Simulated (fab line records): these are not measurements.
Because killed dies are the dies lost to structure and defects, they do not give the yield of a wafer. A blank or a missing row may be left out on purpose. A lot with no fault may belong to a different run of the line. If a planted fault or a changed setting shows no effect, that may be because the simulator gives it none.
Which of the tools did it? || flow n5 finfet || 9 lots, 25 wafers sampled, at 5 steps of a route of 1938

## WHAT THE GAUGES SHOWED, per wafer
N5_BEOL_M4_RC_MEAS_101.
{"lot": "L271", "measured": "day 8 11:45", "on": "prober-02", "DIBL_N (mV/V)": "39.7 38.3 39.1", "DIBL_P (mV/V)": "42 39 41", "IOFF_N (nA/um)": "0.23 0.19 0.21", "IOFF_N_85C (nA/um)": "4.2 3.4 3.9", "IOFF_N_LIN (nA/um)": "0.100 0.080 0.092", "IOFF_N_LONG (nA/um)": "5.24e-05 5.32e-05 5.15e-05", "IOFF_P (nA/um)": "0.30 0.22 0.27", "ION_N (uA/um)": "684 667 673", "ION_P (uA/um)": "470 455 467", "SS_N (mV/dec)": "72.4 71.9 72.2", "SS_P (mV/dec)": "74.6 73.9 74.2", "VT_N (mV)": "245 249 245", "VT_N_LONG (mV)": "276.1 277.6 277.2", "VT_N_LVT (mV)": "96 98 95", "VT_P (mV)": "-248 -253 -248"}
{"lot": "L274", "measured": "day 9 13:48", "on": "prober-01", "DIBL_N (mV/V)": "37.7 36.7 37.9", "DIBL_P (mV/V)": "39 37 38", "IOFF_N (nA/um)": "0.20 0.19 0.20", "IOFF_N_85C (nA/um)": "3.8 3.6 3.7", "IOFF_N_LIN (nA/um)": "0.090 0.085 0.083", "IOFF_N_LONG (nA/um)": "5.79e-05 5.91e-05 5.76e-05", "IOFF_P (nA/um)": "0.25 0.23 0.23", "ION_N (uA/um)": "688 681 664", "ION_P (uA/um)": "467 464 453", "SS_N (mV/dec)": "71.6 72.0 73.0", "SS_P (mV/dec)": "73.7 72.7 73.8", "VT_N (mV)": "248 245 247", "VT_N_LONG (mV)": "271.9 272.5 273.7", "VT_N_LVT (mV)": "93 93 96", "VT_P (mV)": "-248 -248 -248"}
{"lot": "L275", "measured": "day 9 08:38", "on": "prober-01", "DIBL_N (mV/V)": "35.0 34.1 36.0", "DIBL_P (mV/V)": "34 32 35", "IOFF_N (nA/um)": "0.13 0.12 0.14", "IOFF_N_85C (nA/um)": "2.7 2.4 2.9", "IOFF_N_LIN (nA/um)": "0.060 0.055 0.065", "IOFF_N_LONG (nA/um)": "5.46e-05 5.45e-05 5.38e-05", "IOFF_P (nA/um)": "0.16 0.14 0.17", "ION_N (uA/um)": "664 652 664", "ION_P (uA/um)": "455 445 453", "SS_N (mV/dec)": "71.5 71.4 71.1", "SS_P (mV/dec)": "73.0 72.2 72.8", "VT_N (mV)": "253 256 255", "VT_N_LONG (mV)": "272.9 275.7 275.5", "VT_N_LVT (mV)": "100 102 100", "VT_P (mV)": "-251 -257 -255"}
{"lot": "L277", "measured": "day 9 18:23", "on": "prober-01", "DIBL_N (mV/V)": "37.7 34.9 36.0", "DIBL_P (mV/V)": "40 36 36", "IOFF_N (nA/um)": "0.19 0.13 0.16", "IOFF_N_85C (nA/um)": "3.6 2.6 3.1", "IOFF_N_LIN (nA/um)": "0.082 0.060 0.070", "IOFF_N_LONG (nA/um)": "5.47e-05 5.36e-05 5.48e-05", "IOFF_P (nA/um)": "0.22 0.18 0.18", "ION_N (uA/um)": "671 657 679", "ION_P (uA/um)": "459 450 457", "SS_N (mV/dec)": "72.5 71.4 72.1", "SS_P (mV/dec)": "74.4 73.3 72.9", "VT_N (mV)": "250 253 250", "VT_N_LONG (mV)": "276.9 275.0 276.4", "VT_N_LVT (mV)": "97 102 98", "VT_P (mV)": "-251 -253 -254"}
{"lot": "L286", "measured": "day 12 13:16", "on": "prober-01", "DIBL_N (mV/V)": "44.3 36.7 38.2", "DIBL_P (mV/V)": "45 35 38", "IOFF_N (nA/um)": "0.39 0.17 0.36", "IOFF_N_85C (nA/um)": "6.6 3.2 6.3", "IOFF_N_LIN (nA/um)": "0.145 0.073 0.159", "IOFF_N_LONG (nA/um)": "5.66e-05 5.63e-05 9.03e-05", "IOFF_P (nA/um)": "0.41 0.20 0.21", "ION_N (uA/um)": "708 664 710", "ION_P (uA/um)": "473 453 451", "SS_N (mV/dec)": "74.5 71.5 71.8", "SS_P (mV/dec)": "75.2 73.1 73.4", "VT_N (mV)": "243 250 231", "VT_N_LONG (mV)": "273.4 274.6 256.0", "VT_N_LVT (mV)": "87 98 78", "VT_P (mV)": "-240 -250 -254"}
{"lot": "L287", "measured": "day 12 10:06", "on": "prober-02", "DIBL_N (mV/V)": "35.3 39.8 37.4", "DIBL_P (mV/V)": "33 40 37", "IOFF_N (nA/um)": "0.13 0.20 0.29", "IOFF_N_85C (nA/um)": "2.5 3.8 5.1", "IOFF_N_LIN (nA/um)": "0.060 0.086 0.133", "IOFF_N_LONG (nA/um)": "5.55e-05 5.54e-05 8.98e-05", "IOFF_P (nA/um)": "0.16 0.25 0.18", "ION_N (uA/um)": "663 685 706", "ION_P (uA/um)": "454 468 452", "SS_N (mV/dec)": "70.9 72.8 71.4", "SS_P (mV/dec)": "72.4 74.7 73.0", "VT_N (mV)": "250 248 233", "VT_N_LONG (mV)": "273.1 273.6 255.7", "VT_N_LVT (mV)": "100 98 81", "VT_P (mV)": "-255 -247 -254"}
{"lot": "L289", "measured": "day 12 16:34", "on": "prober-01", "DIBL_N (mV/V)": "40.9 36.4", "DIBL_P (mV/V)": "42 37", "IOFF_N (nA/um)": "0.28 0.15", "IOFF_N_85C (nA/um)": "5.1 3.1", "IOFF_N_LIN (nA/um)": "0.112 0.070", "IOFF_N_LONG (nA/um)": "5.84e-05 5.77e-05", "IOFF_P (nA/um)": "0.33 0.21", "ION_N (uA/um)": "695 671", "ION_P (uA/um)": "474 462", "SS_N (mV/dec)": "72.6 72.2", "SS_P (mV/dec)": "74.0 72.9", "VT_N (mV)": "242 250", "VT_N_LONG (mV)": "276.8 276.9", "VT_N_LVT (mV)": "91 99", "VT_P (mV)": "-243 -249"}
{"lot": "L288", "measured": "day 12 18:37", "on": "prober-02", "DIBL_N (mV/V)": "32.8 36.2 34.8", "DIBL_P (mV/V)": "32 36 32", "IOFF_N (nA/um)": "0.11 0.17 0.13", "IOFF_N_85C (nA/um)": "2.4 3.3 2.7", "IOFF_N_LIN (nA/um)": "0.055 0.077 0.060", "IOFF_N_LONG (nA/um)": "5.54e-05 5.57e-05 5.66e-05", "IOFF_P (nA/um)": "0.16 0.23 0.18", "ION_N (uA/um)": "661 673 665", "ION_P (uA/um)": "456 466 460", "SS_N (mV/dec)": "70.1 71.6 71.4", "SS_P (mV/dec)": "71.6 73.3 72.0", "VT_N (mV)": "256 248 254", "VT_N_LONG (mV)": "274.4 272.6 274.6", "VT_N_LVT (mV)": "105 98 104", "VT_P (mV)": "-254 -248 -251"}
{"lot": "L290", "measured": "day 12 21:28", "on": "prober-02", "DIBL_N (mV/V)": "42.6 43.0", "DIBL_P (mV/V)": "45 45", "IOFF_N (nA/um)": "0.30 0.30", "IOFF_N_85C (nA/um)": "5.4 5.2", "IOFF_N_LIN (nA/um)": "0.116 0.115", "IOFF_N_LONG (nA/um)": "5.45e-05 5.42e-05", "IOFF_P (nA/um)": "0.31 0.32", "ION_N (uA/um)": "698 693", "ION_P (uA/um)": "471 462", "SS_N (mV/dec)": "73.4 73.8", "SS_P (mV/dec)": "75.3 75.1", "VT_N (mV)": "245 244", "VT_N_LONG (mV)": "275.3 276.6", "VT_N_LVT (mV)": "91 91", "VT_P (mV)": "-246 -247"}

## EACH LOT AND THE TOOL THAT RAN IT (in order: tool; ch and the chambers of the sampled wafers; start)
{"lot": "L271", "N5_HKMG_FIN_ETCH_32": "rie diel-02 ch 0,2, day 4 04:36", "N5_HKMG_FIN_STRIP_34": "rie diel-02 ch 0,2, day 4 04:47", "N5_HKMG_FIN_NWFM_ALD_20": "ald metal-03 ch 0,1, day 4 06:28", "N5_HKMG_FIN_STRIP_69": "plasma asher-01 ch 0,1, day 4 07:16"}
{"lot": "L274", "N5_HKMG_FIN_ETCH_32": "rie diel-05 ch 0,1,3, day 4 22:32", "N5_HKMG_FIN_STRIP_34": "rie diel-05 ch 0,1,3, day 4 22:44", "N5_HKMG_FIN_NWFM_ALD_20": "ald metal-01 ch 0,1,3, day 5 00:33", "N5_HKMG_FIN_STRIP_69": "plasma asher-01 ch 0,1, day 5 01:29"}
{"lot": "L275", "N5_HKMG_FIN_ETCH_32": "rie diel-05 ch 0,1,2, day 5 02:47", "N5_HKMG_FIN_STRIP_34": "rie diel-05 ch 0,1,2, day 5 02:58", "N5_HKMG_FIN_NWFM_ALD_20": "ald metal-03 ch 0,3, day 5 04:49", "N5_HKMG_FIN_STRIP_69": "plasma asher-02 ch 0,1, day 5 05:49"}
{"lot": "L277", "N5_HKMG_FIN_ETCH_32": "rie diel-06 ch 1,2,3, day 5 17:44", "N5_HKMG_FIN_STRIP_34": "rie diel-06 ch 1,2,3, day 5 17:56", "N5_HKMG_FIN_NWFM_ALD_20": "ald metal-02 ch 2,3, day 5 19:41", "N5_HKMG_FIN_STRIP_69": "plasma asher-02 ch 0,1, day 5 20:29"}
{"lot": "L286", "N5_HKMG_FIN_ETCH_32": "rie diel-05 ch 1,2, day 7 19:50", "N5_HKMG_FIN_STRIP_34": "rie diel-05 ch 1,2, day 7 20:02", "N5_HKMG_FIN_NWFM_ALD_20": "ald metal-03 ch 0,3, day 7 21:46", "N5_HKMG_FIN_STRIP_69": "plasma asher-01 ch 0,1, day 7 22:48"}
{"lot": "L287", "N5_HKMG_FIN_ETCH_32": "rie diel-06 ch 1,2, day 8 02:19", "N5_HKMG_FIN_STRIP_34": "rie diel-06 ch 1,2, day 8 02:30", "N5_HKMG_FIN_NWFM_ALD_20": "ald metal-03 ch 1,3, day 8 04:10", "N5_HKMG_FIN_STRIP_69": "plasma asher-01 ch 0,1, day 8 05:15"}
{"lot": "L289", "N5_HKMG_FIN_ETCH_32": "rie diel-02 ch 0,3, day 8 15:10", "N5_HKMG_FIN_STRIP_34": "rie diel-02 ch 0,3, day 8 15:22", "N5_HKMG_FIN_NWFM_ALD_20": "ald metal-01 ch 2,3, day 8 17:06", "N5_HKMG_FIN_STRIP_69": "plasma asher-01 ch 1, day 8 17:55"}
{"lot": "L288", "N5_HKMG_FIN_ETCH_32": "rie diel-06 ch 0,1,2, day 8 17:07", "N5_HKMG_FIN_STRIP_34": "rie diel-06 ch 0,1,2, day 8 17:18", "N5_HKMG_FIN_NWFM_ALD_20": "ald metal-02 ch 1,2,3, day 8 18:59", "N5_HKMG_FIN_STRIP_69": "plasma asher-02 ch 0,1, day 8 19:52"}
{"lot": "L290", "N5_HKMG_FIN_ETCH_32": "rie diel-06 ch 2, day 8 21:08", "N5_HKMG_FIN_STRIP_34": "rie diel-06 ch 2, day 8 21:19", "N5_HKMG_FIN_NWFM_ALD_20": "ald metal-01 ch 1,3, day 8 23:02", "N5_HKMG_FIN_STRIP_69": "plasma asher-01 ch 0, day 8 23:50"}
- N5_HKMG_FIN_ETCH_32: etches SOC in N2/H2, target depth 240 nm, time 300 s.
- N5_HKMG_FIN_STRIP_34: strips in CF4.
- N5_HKMG_FIN_NWFM_ALD_20: deposits TiAlC, target thk 2 nm, pulse time 3 s, purge time 2 s.
- N5_HKMG_FIN_STRIP_69: strips in N2/H2, time 360 s.

## WHAT THE TOOLS THEMSELVES READ (means of the sampled wafers that have a number; where no wafer has one, the mark that the record gives instead)
N5_HKMG_FIN_ETCH_32.
{"lot": "L271", "tool": "rie diel-02", "drypump motor current A (A)": 5.2, "oes product au (a.u.)": 0.84, "rf vpp V (V)": 525.7, "showerhead plenum p Torr (Torr)": 2.61, "throttle valve pct (%)": 17.58}
{"lot": "L274", "tool": "rie diel-05", "drypump motor current A (A)": 5.5, "oes product au (a.u.)": 0.74, "rf vpp V (V)": 522.6, "showerhead plenum p Torr (Torr)": 2.50, "throttle valve pct (%)": 17.98}
{"lot": "L275", "tool": "rie diel-05", "drypump motor current A (A)": 5.8, "oes product au (a.u.)": 0.82, "rf vpp V (V)": 524.5, "showerhead plenum p Torr (Torr)": 2.57, "throttle valve pct (%)": 17.77}
{"lot": "L277", "tool": "rie diel-06", "drypump motor current A (A)": 5.8, "oes product au (a.u.)": 0.79, "rf vpp V (V)": 525.3, "showerhead plenum p Torr (Torr)": 2.59, "throttle valve pct (%)": 17.67}
{"lot": "L286", "tool": "rie diel-05", "drypump motor current A (A)": 5.8, "oes product au (a.u.)": 0.74, "rf vpp V (V)": 524.9, "showerhead plenum p Torr (Torr)": 2.57, "throttle valve pct (%)": 17.81}
{"lot": "L287", "tool": "rie diel-06", "drypump motor current A (A)": 6.1, "oes product au (a.u.)": 0.84, "rf vpp V (V)": 527.9, "showerhead plenum p Torr (Torr)": 2.66, "throttle valve pct (%)": 17.64}
{"lot": "L289", "tool": "rie diel-02", "drypump motor current A (A)": 6.0, "oes product au (a.u.)": 0.74, "rf vpp V (V)": 523.6, "showerhead plenum p Torr (Torr)": 2.55, "throttle valve pct (%)": 17.88}
{"lot": "L288", "tool": "rie diel-06", "drypump motor current A (A)": 5.6, "oes product au (a.u.)": 0.81, "rf vpp V (V)": 526.7, "showerhead plenum p Torr (Torr)": 2.59, "throttle valve pct (%)": 17.81}
{"lot": "L290", "tool": "rie diel-06", "drypump motor current A (A)": 6.4, "oes product au (a.u.)": 0.91, "rf vpp V (V)": 527.6, "showerhead plenum p Torr (Torr)": 2.70, "throttle valve pct (%)": 17.51}

N5_HKMG_FIN_STRIP_34.
{"lot": "L271", "tool": "rie diel-02", "cf4 flow sccm (sccm)": 150.1, "drypump motor current A (A)": 5.2, "oes product au (a.u.)": 0.81, "rf vpp V (V)": 271.8, "showerhead plenum p Torr (Torr)": 1.83, "throttle valve pct (%)": 13.31}
{"lot": "L274", "tool": "rie diel-05", "cf4 flow sccm (sccm)": 150.2, "drypump motor current A (A)": 5.5, "oes product au (a.u.)": 0.74, "rf vpp V (V)": 271.9, "showerhead plenum p Torr (Torr)": 1.77, "throttle valve pct (%)": 13.69}
{"lot": "L275", "tool": "rie diel-05", "cf4 flow sccm (sccm)": 149.9, "drypump motor current A (A)": 5.8, "oes product au (a.u.)": 0.83, "rf vpp V (V)": 270.8, "showerhead plenum p Torr (Torr)": 1.82, "throttle valve pct (%)": 13.48}
{"lot": "L277", "tool": "rie diel-06", "cf4 flow sccm (sccm)": 149.9, "drypump motor current A (A)": 5.9, "oes product au (a.u.)": 0.78, "rf vpp V (V)": 272.1, "showerhead plenum p Torr (Torr)": 1.84, "throttle valve pct (%)": 13.61}
{"lot": "L286", "tool": "rie diel-05", "cf4 flow sccm (sccm)": 150.4, "drypump motor current A (A)": 5.8, "oes product au (a.u.)": 0.76, "rf vpp V (V)": 271.0, "showerhead plenum p Torr (Torr)": 1.82, "throttle valve pct (%)": 13.61}
{"lot": "L287", "tool": "rie diel-06", "cf4 flow sccm (sccm)": 149.7, "drypump motor current A (A)": 6.1, "oes product au (a.u.)": 0.83, "rf vpp V (V)": 273.0, "showerhead plenum p Torr (Torr)": 1.89, "throttle valve pct (%)": 13.54}
{"lot": "L289", "tool": "rie diel-02", "cf4 flow sccm (sccm)": 150.1, "drypump motor current A (A)": 6.0, "oes product au (a.u.)": 0.74, "rf vpp V (V)": 271.1, "showerhead plenum p Torr (Torr)": 1.79, "throttle valve pct (%)": 13.66}
{"lot": "L288", "tool": "rie diel-06", "cf4 flow sccm (sccm)": 149.6, "drypump motor current A (A)": 5.6, "oes product au (a.u.)": 0.81, "rf vpp V (V)": 272.8, "showerhead plenum p Torr (Torr)": 1.84, "throttle valve pct (%)": 13.57}
{"lot": "L290", "tool": "rie diel-06", "cf4 flow sccm (sccm)": 150.3, "drypump motor current A (A)": 6.4, "oes product au (a.u.)": 0.89, "rf vpp V (V)": 274.2, "showerhead plenum p Torr (Torr)": 1.92, "throttle valve pct (%)": 13.38}

N5_HKMG_FIN_NWFM_ALD_20.
{"lot": "L271", "tool": "ald metal-03", "heater power w (W)": 469, "precursor pulse height rel": 0.998}
{"lot": "L274", "tool": "ald metal-01", "heater power w (W)": 505, "precursor pulse height rel": 1.012}
{"lot": "L275", "tool": "ald metal-03", "heater power w (W)": 476, "precursor pulse height rel": 0.988}
{"lot": "L277", "tool": "ald metal-02", "heater power w (W)": 509, "precursor pulse height rel": 1.015}
{"lot": "L286", "tool": "ald metal-03", "heater power w (W)": 450, "precursor pulse height rel": 1.003}
{"lot": "L287", "tool": "ald metal-03", "heater power w (W)": 421, "precursor pulse height rel": 1.001}
{"lot": "L289", "tool": "ald metal-01", "heater power w (W)": 480, "precursor pulse height rel": 0.994}
{"lot": "L288", "tool": "ald metal-02", "heater power w (W)": 457, "precursor pulse height rel": 1.002}
{"lot": "L290", "tool": "ald metal-01", "heater power w (W)": 532, "precursor pulse height rel": 1.014}

N5_HKMG_FIN_STRIP_69.
{"lot": "L271", "tool": "plasma asher-01", "drypump motor current A (A)": 5.9, "heater power w (W)": 451}
{"lot": "L274", "tool": "plasma asher-01", "drypump motor current A (A)": 6.1, "heater power w (W)": 436}
{"lot": "L275", "tool": "plasma asher-02", "drypump motor current A (A)": 5.7, "heater power w (W)": 494}
{"lot": "L277", "tool": "plasma asher-02", "drypump motor current A (A)": 5.3, "heater power w (W)": 448}
{"lot": "L286", "tool": "plasma asher-01", "drypump motor current A (A)": 6.1, "heater power w (W)": 438}
{"lot": "L287", "tool": "plasma asher-01", "drypump motor current A (A)": 5.9, "heater power w (W)": 449}
{"lot": "L289", "tool": "plasma asher-01", "drypump motor current A (A)": 5.9, "heater power w (W)": 472}
{"lot": "L288", "tool": "plasma asher-02", "drypump motor current A (A)": 5.7, "heater power w (W)": 491}
{"lot": "L290", "tool": "plasma asher-01", "drypump motor current A (A)": 6.2, "heater power w (W)": 417}

## THE ANSWER, worked out from the rows above alone
Rule: the usual values come from the lots themselves. The widest of any qualifying gaps counts: lots, ordered by their means at a reading, are off when they make up no more than a third of the lots, leave a main group of 4 or more, and stand apart from it by 3 or more times the standard deviation of that group's means. A main group is skipped when, at the precision printed for the reading in the tables above, its means are all equal. A lot without any number at a reading at which 4 lots or more have one is off too. All remaining lots with rows at the step are treated as sound. The gauges are gone through in route order, then the tools' own readings, and for those a lot's mean is taken as printed above. The first step at which some lot is off is used, and at that step the reading that is off furthest; a lot without a number counts as furthest.
Off: at N5_BEOL_M4_RC_MEAS_101 (IOFF_N_LONG), L286, L287. Mean 5.54e-05 nA/um and standard deviation 2e-06 in the main group.
If a tool, at a process step before that reading, ran all the lots that are off and no sound lot after the first of them, it fits. Those tools and the gauges at N5_BEOL_M4_RC_MEAS_101 are tried in the same way. One fits: ald metal-03 at N5_HKMG_FIN_NWFM_ALD_20. Its last sound lot is L275 (day 5 04:49), its first lot that is off L286 (day 7 21:46): a fault that began between those two fits.

## WHAT THE SIMULATOR HAD INSERTED
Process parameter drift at N5_HKMG_FIN_NWFM_ALD_20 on ald metal-03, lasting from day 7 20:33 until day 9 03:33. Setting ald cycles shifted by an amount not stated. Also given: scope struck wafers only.
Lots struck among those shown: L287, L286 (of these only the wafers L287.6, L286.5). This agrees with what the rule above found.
